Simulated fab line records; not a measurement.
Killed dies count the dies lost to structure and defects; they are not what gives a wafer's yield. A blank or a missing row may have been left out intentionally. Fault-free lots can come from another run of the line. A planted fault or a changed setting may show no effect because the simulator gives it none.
Comparing a struck lot with a sound one    flow n5_finfet    27 out of 1938 route steps
Sound: the wafers L362.3, L362.4. Struck: wafer L368.5 (L368.4, L368.6, from the same lot, were not struck and are left out); the cause is given at the end.
For every step that has rows: the tool of each side, followed by ch and its chambers, followed by its first start. Under that, the readings that differ: sound wafers    struck wafers    difference of the means    sigmas: that difference in standard deviations of wafers without a fault.
alike: readings with means less than 2 such deviations apart, plus words and numbers identical on both sides. not compared: withheld readings, readings lacking a value on some wafer, bounds such as >300 that could conceal the same value, and numbers that have no deviation in the record and whose values overlap.
The two part at a step that has a row with sigmas, a row that says differs or no value, or rows on one side only. Numbers that don't overlap but have no deviation are shown without sigmas and don't part them. Lack of a reading on every wafer of one side parts them only where that side has two or more wafers.

N5_DUMMY_REMOVAL_HM_STRIP_01: strips SiNx in CH3F/O2, stops on poly-Si, target depth 4 nm, time 6.8 s.
  sound on rie_diel-01 ch 0,3, day 4 22:20; struck on rie_diel-01 ch 1, day 6 04:23
  alike: drypump_motor_current_A, oes_product_au, rf_vpp_V, showerhead_plenum_p_Torr, throttle_valve_pct
  not compared: rf_hours_counter_h
N5_DUMMY_REMOVAL_STRIP_10: strips in N2/H2, time 40 s.
  sound on rie_diel-01 ch 0,3, day 4 22:22; struck on rie_diel-01 ch 1, day 6 04:25
reading       sound      struck  difference  sigmas
rf_vpp_V (V)  42.6 44.8  46.4    +2.7        +3
  alike: drypump_motor_current_A, oes_product_au, showerhead_plenum_p_Torr, throttle_valve_pct
  not compared: rf_hours_counter_h
then, 2 steps without rows for these wafers: N5_DUMMY_REMOVAL_PRECLEAN_07 (cleans in dHF, time 30 s); N5_DUMMY_REMOVAL_DUMMY_REMOVE_02 (chemistry TMAH, target poly-Si, stops on SiO2, target depth 142 nm, time 57 s, rinse time 30 s).
N5_DUMMY_REMOVAL_INSPECT_06: inspects for defects (brightfield).
  sound on defect_inspect-02, day 4 22:34; struck on defect_inspect-01, day 6 04:35
  alike: raw_defect_count
then, 4 steps without rows for these wafers: N5_DUMMY_REMOVAL_PRECLEAN_08 (cleans in NF3:NH3, afs cycles 2, time 20 s, sublimation time 60 s); N5_DUMMY_REMOVAL_PRECLEAN_04 (cleans in DHF, time 37 s); N5_DUMMY_REMOVAL_SRD_05 (time 30 s); N5_HKMG_FIN_IL_REGROW_00 (material SiO2, chemistry O3, target thk 0.75 nm, time 30 s).
N5_HKMG_FIN_HK_ALD_01: deposits HfO2, target thk 1.6 nm, pulse time 3 s, purge time 3 s.
  sound on ald_hk-03 ch 2,3, day 4 22:56; struck on ald_hk-03 ch 0, day 6 04:56
  alike: precursor_pulse_height_rel
N5_HKMG_FIN_HK_ANNEAL_02: time 30 s.
  sound on rtp_anneal-01 ch 0, day 4 23:19; struck on rtp_anneal-01 ch 0, day 6 05:13
  alike: lamp_power_pct, lamp_zone_7_pct, wafer_temp_C_max
then, 1 step without rows for these wafers: N5_HKMG_FIN_ALD_74 (deposits La2O3, target thk 0.5 nm, pulse time 6 s, co reactant pulse time 1 s).
N5_HKMG_FIN_ALD_75: deposits Al2O3, target thk 1 nm, co reactant pulse time 1 s.
  sound on ald_hk-02 ch 1,2, day 4 23:33; struck on ald_hk-02 ch 3, day 6 05:25
  alike: heater_power_w, precursor_pulse_height_rel
then, 8 steps without rows for these wafers: N5_HKMG_FIN_COAT_41 (time 60 s, resist thk 300 nm); N5_HKMG_FIN_COAT_42 (time 60 s, resist thk 35 nm); N5_HKMG_FIN_COAT_43 (resist thk 90 nm); N5_HKMG_FIN_EBR_45; N5_HKMG_FIN_SOFTBAKE_44 (time 60 s); N5_HKMG_FIN_EXPOSE_46 (exposes mask NDIPOLE); N5_HKMG_FIN_PEB_47 (peb time 60 s); N5_HKMG_FIN_DEVELOP_48 (develop time 30 s).
N5_HKMG_FIN_CD_MEAS_49: target cd 202 nm.
  sound on cd_sem-01 ch 0, day 5 00:01; struck on cd_sem-03 ch 0, day 6 05:46
  alike: cd_nm
N5_HKMG_FIN_OVL_MEAS_50:
  sound on overlay-01 ch 0, day 5 00:02; struck on overlay-02 ch 0, day 6 05:47
  alike: NDIPOLE_OVL
N5_HKMG_FIN_INSPECT_61: inspects for defects (macro).
  sound on defect_inspect-02, day 5 00:04; struck on defect_inspect-02, day 6 05:49
reading           sound  struck  difference  sigmas
raw_defect_count  2 2    >300    differs     
N5_HKMG_FIN_DESCUM_53: chemistry O2, time 7.9 s.
  sound on rie_diel-06 ch 0,1, day 5 00:20; struck on rie_diel-06 ch 3, day 6 05:50
  alike: drypump_motor_current_A, oes_product_au, rf_vpp_V, showerhead_plenum_p_Torr, throttle_valve_pct
  not compared: rf_hours_counter_h
-- here the record skips 5 days between the struck wafers' starts before and after, leaving off in module HKMG_FIN and picking up in module BEOL_M4 (first step shown: number 1111 of the route) --
N5_BEOL_M4_RC_MEAS_101:
  sound on prober-01 ch 0, day 9 22:58; struck on prober-01 ch 0, day 11 07:29
  alike: DIBL_N, DIBL_P, IOFF_N, IOFF_P, ION_N, ION_P, SS_N, SS_P, VT_N, VT_P
-- record jumps: 4 days separate the struck wafers' starts on either side; left off in module BEOL_M4, taken up again in module PASSIVATION, whose first shown step is the route's number 1936 --
N5_PASSIVATION_PROBE_49:
  sound on prober-01, day 14 09:07; struck on prober-01, day 15 14:13
reading                   sound      struck  difference  sigmas
defect_limited_yield (%)  91.8 93.6  88.1    -4.6        -3
killed_at_front_end       26 26      82      +56         +5
killed_dies               97 76      140     +54         +3
killed_on_rim             6 12       27      +18         +4
sort_bin_5_function (%)   5.0 3.5    6.9     +2.7        +3
sort_n_pass               1083 1104  1040    -54         -3
sort_yield_pct (%)        91.8 93.6  88.1    -4.6        -3
  alike: killed_at_M0_to_M3, killed_at_M4_up, killed_at_contacts, killed_at_other, killed_open, killed_short, sort_bin_6_memory, sort_bin_8_speed

WHERE THEY PART
First at N5_DUMMY_REMOVAL_STRIP_10; last, within this record, at N5_PASSIVATION_PROBE_49.

WHY: whatever the simulator had introduced
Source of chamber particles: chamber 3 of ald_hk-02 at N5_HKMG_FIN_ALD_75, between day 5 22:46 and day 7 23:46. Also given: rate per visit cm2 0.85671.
